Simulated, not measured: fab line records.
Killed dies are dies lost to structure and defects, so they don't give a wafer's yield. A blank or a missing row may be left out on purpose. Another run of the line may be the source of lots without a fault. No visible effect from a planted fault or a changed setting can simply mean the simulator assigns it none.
The tool behind it: which one?    flow n5Finfet    Sampling: 9 lots, 27 wafers, 6 of 1938 route steps

WHAT THE GAUGES SHOWED, per wafer
No reading from a measuring or inspecting step in the record can be judged against a usual standard deviation.

WHAT TOOL EACH LOT RAN ON (gives the tool, then ch and the chambers of the sampled wafers, and finally the start)
lot   N5_BEOL_M14_DESCUM_33              N5_BEOL_M14_TRENCH_ETCH_34         N5_BEOL_M14_SPUTTER_44       N5_BEOL_M14_SPUTTER_45       N5_BEOL_M14_CMP_49             N5_PASSIVATION_PROBE_49
L616  rieDiel-03 ch 0,3, day 11 08:41    rieDiel-03 ch 0,3, day 11 09:08    pvdSputter-03, day 11 11:00  pvdSputter-03, day 11 11:05  cmp-01 ch 1,3, day 11 11:49    -
L618  rieDiel-04 ch 0,1, day 11 19:14    rieDiel-04 ch 0,1, day 11 19:41    pvdSputter-03, day 12 00:29  pvdSputter-03, day 12 00:34  cmp-04 ch 1,3, day 12 01:17    -
L619  rieDiel-04 ch 0,1,3, day 12 03:12  rieDiel-04 ch 0,1,3, day 12 03:39  pvdSputter-03, day 12 07:58  pvdSputter-03, day 12 08:02  cmp-01 ch 1,2,3, day 12 09:56  -
L622  rieDiel-04 ch 0,1,2, day 12 15:47  rieDiel-04 ch 0,1,2, day 12 16:14  pvdSputter-03, day 12 21:06  pvdSputter-03, day 12 21:11  cmp-01 ch 0,1, day 12 22:27    -
L631  rieDiel-04 ch 0,2, day 15 10:19    rieDiel-04 ch 0,2, day 15 10:46    pvdSputter-03, day 15 13:34  pvdSputter-03, day 15 13:39  cmp-01 ch 0,1,2, day 15 14:16  -
L634  rieDiel-05 ch 0,2, day 15 12:10    rieDiel-05 ch 0,2, day 15 12:37    pvdSputter-03, day 15 14:38  pvdSputter-03, day 15 14:43  cmp-02 ch 1,2, day 15 15:37    prober-02, day 16 16:43
L633  rieDiel-04 ch 0,1, day 15 17:20    rieDiel-04 ch 0,1, day 15 17:48    pvdSputter-01, day 15 21:40  pvdSputter-01, day 15 21:45  cmp-04 ch 0,2,3, day 15 22:23  -
L638  rieDiel-04 ch 0,1,3, day 17 06:06  rieDiel-04 ch 0,1,3, day 17 06:33  pvdSputter-03, day 17 08:03  pvdSputter-03, day 17 08:08  cmp-01 ch 0,3, day 17 08:49    -
L637  rieDiel-03 ch 0,1,2, day 17 06:25  rieDiel-03 ch 0,1,2, day 17 06:52  pvdSputter-02, day 17 08:21  pvdSputter-02, day 17 08:26  cmp-01 ch 0,2,3, day 17 09:08  -
- N5_BEOL_M14_DESCUM_33: chemistry O2, time 7.9 s.
- N5_BEOL_M14_TRENCH_ETCH_34: etches SiO2 in C4F8/O2/Ar, target depth 556.65 nm, time 126.9 s.
- N5_BEOL_M14_SPUTTER_44: material Ta, target thk 15 nm, time 24.19 s.
- N5_BEOL_M14_SPUTTER_45: material Cu, target thk 100 nm, time 16.67 s.
- N5_BEOL_M14_CMP_49: polishes, stops on SiO2, t overpolish 5.2 s, target thk 560 nm.
- N5_PASSIVATION_PROBE_49

AS READ BY THE TOOLS THEMSELVES (means over the sampled wafers that have a number; for cases with no such wafer, the mark the record gives instead)
N5_BEOL_M14_DESCUM_33.
lot   tool        chamberPressureMTorr (mTorr)  drypumpMotorCurrentA (A)  oesProductAu (a.u.)  rfVppV (V)  showerheadPlenumPTorr (Torr)  throttleValvePct (%)
L616  rieDiel-03  19.99                         5.9                       0.81                 243.1       2.11                          20.55
L618  rieDiel-04  19.99                         5.8                       0.77                 242.6       2.09                          20.39
L619  rieDiel-04  20.00                         5.9                       0.83                 244.1       2.15                          20.40
L622  rieDiel-04  19.98                         5.6                       0.82                 243.4       2.08                          20.22
L631  rieDiel-04  20.01                         5.4                       0.85                 242.6       2.06                          20.09
L634  rieDiel-05  20.00                         6.1                       0.77                 241.5       2.01                          20.23
L633  rieDiel-04  19.99                         5.8                       0.72                 243.4       2.08                          20.44
L638  rieDiel-04  20.00                         5.9                       0.88                 243.3       2.13                          20.34
L637  rieDiel-03  20.00                         5.9                       0.81                 243.4       2.08                          20.71

N5_BEOL_M14_TRENCH_ETCH_34.
lot   tool        C4F8_flow_sccm (sccm)  chamberPressureMTorr (mTorr)  drypumpMotorCurrentA (A)  oesProductAu (a.u.)  rfVppV (V)  showerheadPlenumPTorr (Torr)  throttleValvePct (%)
L616  rieDiel-03  15.99                  20.015                        6.0                       0.81                 2218        3.46                          31.06
L618  rieDiel-04  16.01                  19.988                        5.8                       0.75                 2223        3.44                          30.80
L619  rieDiel-04  16.02                  20.008                        5.9                       0.83                 2229        3.51                          30.88
L622  rieDiel-04  16.03                  19.986                        5.6                       0.83                 2216        3.42                          30.72
L631  rieDiel-04  16.07                  19.991                        5.3                       0.85                 2206        3.40                          30.65
L634  rieDiel-05  16.00                  19.999                        6.1                       0.76                 2217        3.32                          30.76
L633  rieDiel-04  16.05                  20.007                        5.8                       0.72                 2223        3.42                          30.83
L638  rieDiel-04  16.00                  20.005                        5.9                       0.87                 2229        3.49                          30.82
L637  rieDiel-03  16.02                  20.013                        5.9                       0.81                 2230        3.42                          31.26

N5_BEOL_M14_SPUTTER_44.
lot   tool           cathodeDcPowerW (W)  substrateTempC (C)  throttleValvePct (%)
L616  pvdSputter-03  14998                49.96               29.8
L618  pvdSputter-03  15000                50.11               30.8
L619  pvdSputter-03  17569                49.97               29.5
L622  pvdSputter-03  17567                49.99               30.2
L631  pvdSputter-03  15000                50.00               29.8
L634  pvdSputter-03  15004                49.97               30.8
L633  pvdSputter-01  15001                49.99               29.4
L638  pvdSputter-03  15002                50.09               29.6
L637  pvdSputter-02  14998                50.07               29.9

N5_BEOL_M14_SPUTTER_45.
lot   tool           cathodeDcPowerW (W)  substrateTempC (C)  throttleValvePct (%)
L616  pvdSputter-03  26000                -20.00              29.9
L618  pvdSputter-03  26001                -20.07              30.7
L619  pvdSputter-03  26001                -19.92              29.4
L622  pvdSputter-03  26006                -20.16              30.4
L631  pvdSputter-03  25998                -19.98              29.7
L634  pvdSputter-03  25998                -20.07              30.7
L633  pvdSputter-01  26002                -20.04              29.5
L638  pvdSputter-03  26000                -20.00              29.6
L637  pvdSputter-02  26005                -20.03              29.9

N5_BEOL_M14_CMP_49.
lot   tool    barrierFieldEndpointS (s)  edgeZonePressureFrac  motorCurrentA (A)
L616  cmp-01  11.0                       1.000                 7.3
L618  cmp-04  11.6                       0.999                 7.7
L619  cmp-01  12.5                       0.997                 7.8
L622  cmp-01  12.6                       1.004                 6.6
L631  cmp-01  11.4                       1.004                 7.1
L634  cmp-02  11.3                       1.005                 9.4
L633  cmp-04  11.1                       1.001                 8.5
L638  cmp-01  11.0                       1.000                 7.9
L637  cmp-01  11.8                       1.000                 7.6

N5_PASSIVATION_PROBE_49.
lot   tool       defectLimitedYield (%)  killed_at_M0_to_M3  killed_at_M4_up  killedAtContacts  killedAtFrontEnd  killedAtOther  killedDies  killedOpen  killedShort  sort_bin_5_function (%)  sort_bin_6_memory (%)  sortNPass  sortYieldPct (%)
L634  prober-02  91.3                    40                  12               8                 40                3.0            103         72          30           5.3                      3.1                    1077       91.3

THE ANSWER, worked out from the rows above alone
Rule: the usual values come from the lots themselves. The widest of any qualifying gaps counts: lots, ordered by their means at a reading, are off when they make up no more than a third of the lots, leave a main group of 4 or more, and stand apart from it by 3 or more times the standard deviation of that group's means. If all means in a main group match to the digits the tables above print for the reading, that group is not used. Also off: a lot with no number at a reading for which 4 or more lots have one. Where the step has rows for the other lots, those lots are counted as sound. First the gauges in route order, then the tools' own readings, where a lot's mean is used as printed above. The first step at which some lot is off is used, and at that step the reading that is off furthest; a lot without a number counts as furthest.
Off, at N5_BEOL_M14_SPUTTER_44 on cathodeDcPowerW: L619, L622. Mean 15000 W and standard deviation 2 in the main group.
If a tool, at that step or one of the process steps before it, ran each lot that is off and ran no sound lot following the first of them, it fits. No candidate that was tried fits.

WHAT THE SIMULATOR PUT IN
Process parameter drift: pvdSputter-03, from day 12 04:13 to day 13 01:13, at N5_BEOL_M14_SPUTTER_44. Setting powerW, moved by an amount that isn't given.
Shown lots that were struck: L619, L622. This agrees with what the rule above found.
